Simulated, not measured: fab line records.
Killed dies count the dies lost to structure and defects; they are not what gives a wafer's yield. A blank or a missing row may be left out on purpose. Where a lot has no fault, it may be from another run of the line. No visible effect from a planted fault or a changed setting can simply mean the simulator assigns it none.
fab line records ; flow n5Finfet
record lots=7; wafers=20; lastDay=18
route steps=1938 shown SD_EPI_P@326 SD_ACTIVATION@330 ILD0@335 PASSIVATION@1936
lots that met no fault: taken from a fault-free run of the same line
startH: start of the lot's first displayed wafer, in hours after the record's first day ; waitH: hours from the lot's prior step to this one ; " repeats the value in the row above ; L1.1+2: a row that stands for several wafers ; - no value, or no start was given ; * or withheld: withheld ; < > ~ a bound
route shown NAME@n: a module of which the file shows steps, and the number in the route of the first ; usual: the fault-free wafers' mean and standard deviation ; same: alike in all rows ; chamber/n: place in a boat ; sites: the reading at each site ; _std_site: standard deviation across them ; _edge_site: mean of outer sites minus mean of inner sites ; radiusMm: how far each site lies from the wafer's centre ; mask NAME#n: copy n ; behind: tool/chamber where the wafer was last shaped ; hold: what put the lot on hold/how long, in hours/how the hold closed ; device: the n, p or np transistor that did not switch ; end of line: tests run on the same wafers once the route is complete ; where a step has no rows: the recipe by itself ; killed: at the first sort, the dies lost to defects and structure; wafer yield is something else ; map: a wafer's dies, x killed, . not, _ none there
set.NAME: the setting as run; set.NAME@STEP: as run at that earlier step ; model.NAME: the simulator's own value behind a step, which no gauge read
lots at some steps of the route; a table a step, a row a wafer
services: a tool's chamber out of use, with start hour (startH, from the record's first day; less than 0 if before it), hours out, and reason
## steps
# step N5_SD_EPI_P_PRECLEAN_32
# recipe chemistry=dHF; timeS=10; dilution=500:1; tempC=25
# step N5_SD_EPI_P_PRECLEAN_33
# recipe chemistry=SC2; timeS=45; tempC=35; mix=1:1:50
# step N5_SD_EPI_P_SRD_25
# recipe timeS=30; tempC=23; rinseLiquid=diw; dry=ipaMarangoni
# step N5_SD_EPI_P_INSPECT_26
# recipe inspectInstrument=darkfield; mode=postEpi
# usual rawDefectCount=173/39
lot.wafer;tool;chamber;startH;waitH;rawDefectCount
L748.1;defectInspect-01;-;59.16;0.0;235
L748.4;defectInspect-01;-;59.16;0.0;201
L748.6;defectInspect-01;-;59.16;0.0;135
L751.1;defectInspect-01;-;76.77;0.0;173
L751.2;defectInspect-01;-;76.77;0.0;223
L751.6;defectInspect-01;-;76.77;0.0;200
L758.1;defectInspect-01;-;123.21;0.0;169
L758.2;defectInspect-01;-;123.21;0.0;143
L758.3;defectInspect-01;-;123.21;0.0;210
L759.1;defectInspect-02;-;123.58;0.0;192
L759.2;defectInspect-02;-;123.58;0.0;229
L759.6;defectInspect-02;-;123.58;0.0;231
L761.1;defectInspect-02;-;136.91;0.0;138
L761.2;defectInspect-02;-;136.91;0.0;140
L769.1;defectInspect-01;-;188.63;0.0;154
L769.2;defectInspect-01;-;188.63;0.0;142
L769.3;defectInspect-01;-;188.63;0.0;172
L770.1;defectInspect-01;-;189.16;0.0;177
L770.2;defectInspect-01;-;189.16;0.0;290
L770.4;defectInspect-01;-;189.16;0.0;180
# step N5_SD_ACTIVATION_RTA_00
# recipe tempC=975; timeS=0; ambient=N2; idleTempC=600; rampUpCPerS=150; rampDownCPerS=60; coolToC=600
# usual lampPowerPct=8.96/0.052; lamp_zone_7_pct=9.351/0.025; wafer_temp_C_max=975.3/2
lot.wafer;tool;chamber;startH;waitH;lampPowerPct;lamp_zone_7_pct;wafer_temp_C_max
L748.1;rtpAnneal-02;0;59.19;0.0;8.97;9.348;974.3
L748.4;rtpAnneal-02;0;59.19;0.0;8.92;9.369;975.6
L748.6;rtpAnneal-02;0;59.19;0.0;8.85;9.367;972.3
L751.1;rtpAnneal-02;0;76.80;0.0;8.94;9.346;970.8
L751.2;rtpAnneal-02;0;76.80;0.0;8.95;9.312;977.8
L751.6;rtpAnneal-02;0;76.80;0.0;8.92;9.356;973.9
L758.1;rtpAnneal-02;0;123.27;0.1;9.02;9.375;972.1
L758.2;rtpAnneal-02;0;123.27;0.1;8.98;9.309;970.2
L758.3;rtpAnneal-02;0;123.27;0.1;9.01;9.296;974.8
L759.1;rtpAnneal-01;0;123.61;0.0;8.90;9.388;975.2
L759.2;rtpAnneal-01;0;123.61;0.0;8.98;9.379;976.6
L759.6;rtpAnneal-01;0;123.61;0.0;8.95;9.316;977.8
L761.1;rtpAnneal-02;0;136.94;0.0;8.91;9.385;976.6
L761.2;rtpAnneal-02;0;136.94;0.0;9.02;9.367;973.7
L769.1;rtpAnneal-02;0;188.65;0.0;8.99;9.353;972.6
L769.2;rtpAnneal-02;0;188.65;0.0;9.01;9.359;979.0
L769.3;rtpAnneal-02;0;188.65;0.0;8.95;9.386;972.2
L770.1;rtpAnneal-02;0;189.19;0.0;9.02;9.358;977.1
L770.2;rtpAnneal-02;0;189.19;0.0;8.93;9.342;976.9
L770.4;rtpAnneal-02;0;189.19;0.0;8.94;9.373;972.4
# step N5_SD_ACTIVATION_LSA_01
# recipe tempC=1080; timeS=0.0008; ambient=N2
# usual wafer_temp_C_max=1086.9/2.7
lot.wafer;tool;chamber;startH;waitH;wafer_temp_C_max
L748.1;laserAnneal-01;0;59.40;0.2;1089.8
L748.4;laserAnneal-01;0;59.40;0.2;1090.9
L748.6;laserAnneal-01;0;59.40;0.2;1093.8
L751.1;laserAnneal-02;0;77.00;0.2;1083.2
L751.2;laserAnneal-02;0;77.00;0.2;1084.7
L751.6;laserAnneal-02;0;77.00;0.2;1085.2
L758.1;laserAnneal-01;0;123.47;0.2;1089.3
L758.2;laserAnneal-01;0;123.47;0.2;1089.0
L758.3;laserAnneal-01;0;123.47;0.2;1090.5
L759.1;laserAnneal-02;0;123.82;0.2;1085.8
L759.2;laserAnneal-02;0;123.82;0.2;1085.2
L759.6;laserAnneal-02;0;123.82;0.2;1083.5
L761.1;laserAnneal-02;0;137.14;0.2;1083.9
L761.2;laserAnneal-02;0;137.14;0.2;1084.9
L769.1;laserAnneal-02;0;188.86;0.2;1084.5
L769.2;laserAnneal-02;0;188.86;0.2;1086.0
L769.3;laserAnneal-02;0;188.86;0.2;1086.1
L770.1;laserAnneal-02;0;189.39;0.2;1084.7
L770.2;laserAnneal-02;0;189.39;0.2;1085.6
L770.4;laserAnneal-02;0;189.39;0.2;1085.9
# step N5_SD_ACTIVATION_INSPECT_02
# recipe inspectInstrument=darkfield; mode=postAnneal
# usual rawDefectCount=173/37
lot.wafer;tool;chamber;startH;waitH;rawDefectCount
L748.1;defectInspect-01;-;59.94;0.2;213
L748.4;defectInspect-01;-;59.94;0.2;196
L748.6;defectInspect-01;-;59.94;0.2;129
L751.1;defectInspect-02;-;77.52;0.2;173
L751.2;defectInspect-02;-;77.52;0.2;223
L751.6;defectInspect-02;-;77.52;0.2;200
L758.1;defectInspect-02;-;123.99;0.2;183
L758.2;defectInspect-02;-;123.99;0.2;155
L758.3;defectInspect-02;-;123.99;0.2;212
L759.1;defectInspect-02;-;124.35;0.2;187
L759.2;defectInspect-02;-;124.35;0.2;236
L759.6;defectInspect-02;-;124.35;0.2;226
L761.1;defectInspect-01;-;137.66;0.2;153
L761.2;defectInspect-01;-;137.66;0.2;131
L769.1;defectInspect-01;-;189.38;0.2;149
L769.2;defectInspect-01;-;189.38;0.2;159
L769.3;defectInspect-01;-;189.38;0.2;176
L770.1;defectInspect-01;-;189.92;0.2;182
L770.2;defectInspect-01;-;189.92;0.2;289
L770.4;defectInspect-01;-;189.92;0.2;195
# step N5_ILD0_LINER_00
# recipe material=SiNx; targetThkA=40; tempC=400; aldPrecursorFamily=SiH2I2; aldCoReactant=N2/H2-plasma; pulseTimeS=1; purgeTimeS=2; coReactantPurgeTimeS=2; aldCycles=80; pressureTorr=2
# usual heaterPowerW=832/49; precursorPulseHeightRel=1.000/0.019
lot.wafer;tool;chamber;startH;waitH;heaterPowerW;precursorPulseHeightRel
L748.1;aldSin-04;0;59.97;0.0;801;1.008
L748.4;aldSin-04;3;59.97;0.0;852;0.995
L748.6;aldSin-04;3;59.97;0.0;875;0.997
L751.1;aldSin-02;2;77.56;0.0;742;0.988
L751.2;aldSin-02;0;77.56;0.0;762;0.973
L751.6;aldSin-02;2;77.56;0.0;789;1.028
L758.1;aldSin-04;0;124.03;0.0;814;0.976
L758.2;aldSin-04;2;124.03;0.0;766;1.007
L758.3;aldSin-04;3;124.03;0.0;885;1.015
L759.1;aldSin-01;2;124.38;0.0;787;1.005
L759.2;aldSin-01;3;124.38;0.0;879;1.016
L759.6;aldSin-01;1;124.38;0.0;832;0.994
L761.1;aldSin-04;3;137.70;0.0;876;0.995
L761.2;aldSin-04;2;137.70;0.0;760;0.989
L769.1;aldSin-02;1;189.42;0.0;917;1.003
L769.2;aldSin-02;3;189.42;0.0;897;0.944
L769.3;aldSin-02;2;189.42;0.0;770;0.993
L770.1;aldSin-02;0;189.95;0.0;798;1.039
L770.2;aldSin-02;1;189.95;0.0;891;0.989
L770.4;aldSin-02;3;189.95;0.0;909;1.004
# step N5_ILD0_FCVD_FILL_01
# recipe material=SiO2_flowable; targetThkA=2000; tempC=100; pressureTorr=0.8; rfW=2000; timeS=328.3
# step N5_ILD0_CURE_02
# recipe tempC=450; timeS=1800; ambient=steam; idleTempC=400; rampUpCPerMin=5; rampDownCPerMin=3; densificationPH2oTorr=640
# step N5_ILD0_CMP_03
# recipe stopOn=SiNx; tOverpolishS=1.9; postCmpClean=alkalineBrush; downForcePsi=4.1491; platenRpm=51.796; padVelocityMS=1.0306; targetThkNm=197.38
# usual motorCurrentA=13.2/1.1; overpolishRunS=1.900/0.0084; timeToEndpointS=72/4.9
lot.wafer;tool;chamber;startH;waitH;motorCurrentA;overpolishRunS;timeToEndpointS;model.SiNx_of_DUMMY_GATE_HM_DEP_06.thkNm
L748.4;cmp-01;1;62.38;0.1;13.6;1.891;67;77.6
L748.1;cmp-01;3;62.38;0.1;10.4;1.890;63;77.4
L748.6;cmp-01;2;62.38;0.1;14.2;1.896;72;77.2
L751.1;cmp-02;1;79.99;0.1;11.2;1.904;68;77
L751.2;cmp-02;2;79.99;0.1;13.1;1.906;69;76.8
L751.6;cmp-02;0;79.99;0.1;13.0;1.903;71;77.2
L758.2;cmp-02;3;126.40;0.0;13.3;1.896;148;78.4
L758.3;cmp-02;0;126.40;0.0;13.0;1.909;74;76.6
L758.1;cmp-02;2;126.40;0.0;12.9;1.887;78;76.2
L759.2;cmp-02;0;126.75;0.0;12.5;1.908;151;77
L759.1;cmp-02;3;126.75;0.0;13.5;1.903;73;75.2
L759.6;cmp-02;1;126.75;0.0;11.9;1.880;75;75.8
L761.1;cmp-02;3;140.67;0.0;13.4;1.921;74;77
L761.2;cmp-02;0;140.67;0.0;12.8;1.896;144;78.2
L769.3;cmp-04;1;192.19;0.1;14.5;1.908;62;76
L769.2;cmp-04;2;192.19;0.1;13.7;1.920;63;76.4
L769.1;cmp-04;3;192.19;0.1;12.4;1.891;65;76.4
L770.1;cmp-04;2;192.68;0.0;14.3;1.906;64;76.2
L770.4;cmp-04;3;192.68;0.0;12.0;1.895;65;75.6
L770.2;cmp-04;0;192.68;0.0;14.4;1.895;70;76
# step N5_ILD0_THK_MEAS_04
# usual thkNm=197.5/1.1
lot.wafer;tool;chamber;startH;waitH;thkNm
L748.1;filmMetro-01;-;62.67;-;197.5
L748.4;filmMetro-01;-;62.67;-;197.3
L748.6;filmMetro-01;-;62.67;-;197.6
L751.1;filmMetro-01;-;80.24;-;196.7
L751.2;filmMetro-01;-;80.24;-;196.1
L751.6;filmMetro-01;-;80.24;-;196.3
L758.1;filmMetro-01;-;126.69;-;197.9
L758.2;filmMetro-01;-;126.69;-;202.1
L758.3;filmMetro-01;-;126.69;-;197.8
L759.1;filmMetro-02;-;127.04;-;198.0
L759.2;filmMetro-02;-;127.04;-;198.9
L759.6;filmMetro-02;-;127.04;-;197.0
L761.1;filmMetro-02;-;140.96;-;198.1
L761.2;filmMetro-02;-;140.96;-;201.3
L769.1;filmMetro-01;-;192.45;-;196.5
L769.2;filmMetro-01;-;192.45;-;197.1
L769.3;filmMetro-01;-;192.45;-;195.6
L770.1;filmMetro-02;-;192.97;-;195.8
L770.2;filmMetro-02;-;192.97;-;196.3
L770.4;filmMetro-02;-;192.97;-;195.5
# step N5_ILD0_CMP_07
# recipe stopOn=poly-Si; material=SiO2_flowable; tOverpolishS=1.18; postCmpClean=alkalineBrush; downForcePsi=4.1491; platenRpm=51.796; padVelocityMS=1.0306; targetThkNm=138.88
# usual motorCurrentA=13.0/1.2
lot.wafer;tool;chamber;startH;waitH;motorCurrentA
L748.1;cmp-01;0;62.83;0.2;13.3
L748.4;cmp-01;2;62.83;0.2;14.7
L748.6;cmp-01;0;62.83;0.2;13.9
L751.2;cmp-01;1;80.31;0.1;13.0
L751.1;cmp-01;2;80.31;0.1;14.3
L751.6;cmp-01;0;80.31;0.1;13.8
L758.2;cmp-04;2;126.72;0.0;14.0
L758.1;cmp-04;3;126.72;0.0;11.8
L758.3;cmp-04;1;126.72;0.0;14.9
L759.1;cmp-02;2;127.07;0.0;13.3
L759.2;cmp-02;0;127.07;0.0;12.9
L759.6;cmp-02;3;127.07;0.0;13.7
L761.1;cmp-01;3;140.99;0.0;11.1
L761.2;cmp-01;1;140.99;0.0;13.5
L769.1;cmp-01;0;192.48;0.0;13.4
L769.3;cmp-01;1;192.48;0.0;13.2
L769.2;cmp-01;2;192.48;0.0;13.7
L770.1;cmp-01;0;193.00;0.0;14.1
L770.4;cmp-01;1;193.00;0.0;12.7
L770.2;cmp-01;3;193.00;0.0;10.7
# step N5_PASSIVATION_PROBE_49
# usual killed_at_M0_to_M3=34/11; killed_at_M4_up=14/5.6; killedAtContacts=13/5.9; killedAtFrontEnd=40/11; killedAtOther=4/3.1; killedDies=105/16; killedOpen=68/11; killedShort=34/8.4
# same grossDies=1180; killedAtBackSide=0
lot.wafer;tool;chamber;startH;waitH;killed_at_M0_to_M3;killed_at_M4_up;killedAtContacts;killedAtFrontEnd;killedAtOther;killedDies;killedOpen;killedShort
L751.1;prober-01;-;300.08;0.0;30;19;7;34;1;91;66;25
L751.2;prober-01;-;300.13;0.1;32;16;7;36;6;97;64;30
L751.6;prober-01;-;300.33;0.3;30;23;6;35;1;95;67;28
# killed by level:class
L751.1 STI_FIN_REVEAL:geometricParticle:open=13 BEOL_M0_SAQP:geometricParticle:open=8 BEOL_M2:geometricParticle:open=8 BEOL_M5:geometricParticle:open=6 MOL_CONTACT_COAG:geometricParticle:open=6 FIN_SAQP:geometricParticle:open=5 BEOL_M4:geometricParticle:open=5 BEOL_M0_SAQP:geometricParticle:short=5
L751.2 FIN_SAQP:geometricParticle:open=9 BEOL_M2:geometricParticle:open=9 BEOL_M0_SAQP:geometricParticle:open=7 BEOL_M0_SAQP:geometricParticle:short=7 FIN_SAQP:geometricParticle:short=6 BEOL_M4:geometricParticle:open=6 DUMMY_GATE:geometricParticle:open=4 MOL_CONTACT_COAG:geometricParticle:open=4
L751.6 BEOL_M2:geometricParticle:open=14 BEOL_M4:geometricParticle:open=10 FIN_SAQP:geometricParticle:short=7 DUMMY_GATE:geometricParticle:open=7 MOL_CONTACT_COAG:geometricParticle:open=6 FIN_SAQP:geometricParticle:open=5 STI_FIN_REVEAL:geometricParticle:open=5 GATE_CUT:geometricParticle:short=4
## services
tool;chamber;startH;hours;kind
laserAnneal-02;-;40.74;2.0;pm
cmp-02;-;56.23;5.8;repair
cmp-02;-;74.69;0.4;repair
cmp-04;-;84.21;2.2;repair
aldSin-04;-;85.25;14.0;pm
aldSin-04;0;85.25;14.0;ventCycle
aldSin-02;0;95.73;15.3;repair
cmp-04;-;98.12;3.3;repair
cmp-04;-;111.36;10.1;pm
cmp-02;-;120.37;3.8;pm
cmp-04;-;123.00;0.7;repair
aldSin-01;2;133.41;14.0;repair
cmp-04;-;142.43;4.0;pm
cmp-01;-;144.06;8.7;pm
cmp-04;-;146.43;-;consumableReplace:conditioner
cmp-04;-;146.43;-;consumableReplace:pad
cmp-02;-;153.93;0.7;repair
aldSin-04;-;155.76;12.3;repair
cmp-01;-;158.35;4.3;pm
cmp-01;-;166.41;7.5;pm
cmp-04;-;173.15;2.0;repair
cmp-04;-;176.37;6.5;pm
laserAnneal-01;-;179.54;18.5;pm
cmp-04;-;183.67;2.0;repair
## key
firstSign step=N5_ILD0_CMP_03; reading=timeToEndpointS; direction=up; sigmas=16; usual=*; struck=*
effect step=N5_ILD0_THK_MEAS_04; reading=thkNm; direction=up; sigmas=2.8; usual=*; struck=*
modelEffect step=N5_ILD0_CMP_03; value=SiNx_of_DUMMY_GATE_HM_DEP_06.thkNm; without=76.4; struck=77.87
metAt N5_ILD0_CMP_03
struckWafers L758.2,L759.2,L761.2
testerLeftOut L758,L759,L761
onsetBetween 79.99 126.40
fault kind=processParameterDrift; tool=cmp-02; chamber=-; onsetH=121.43; steps=N5_ILD0_CMP_03; channel=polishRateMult; offset=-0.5; shape=step; endH=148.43; scope=struckWafersOnly
# testerLeftOut: of these lots the tester's yield and bins aren't shown, on N5 and GAA mostly nor the transistor test; their killed dies are dies lost to structure and defects alone, not to doping, threshold or leakage, so they don't give the yield
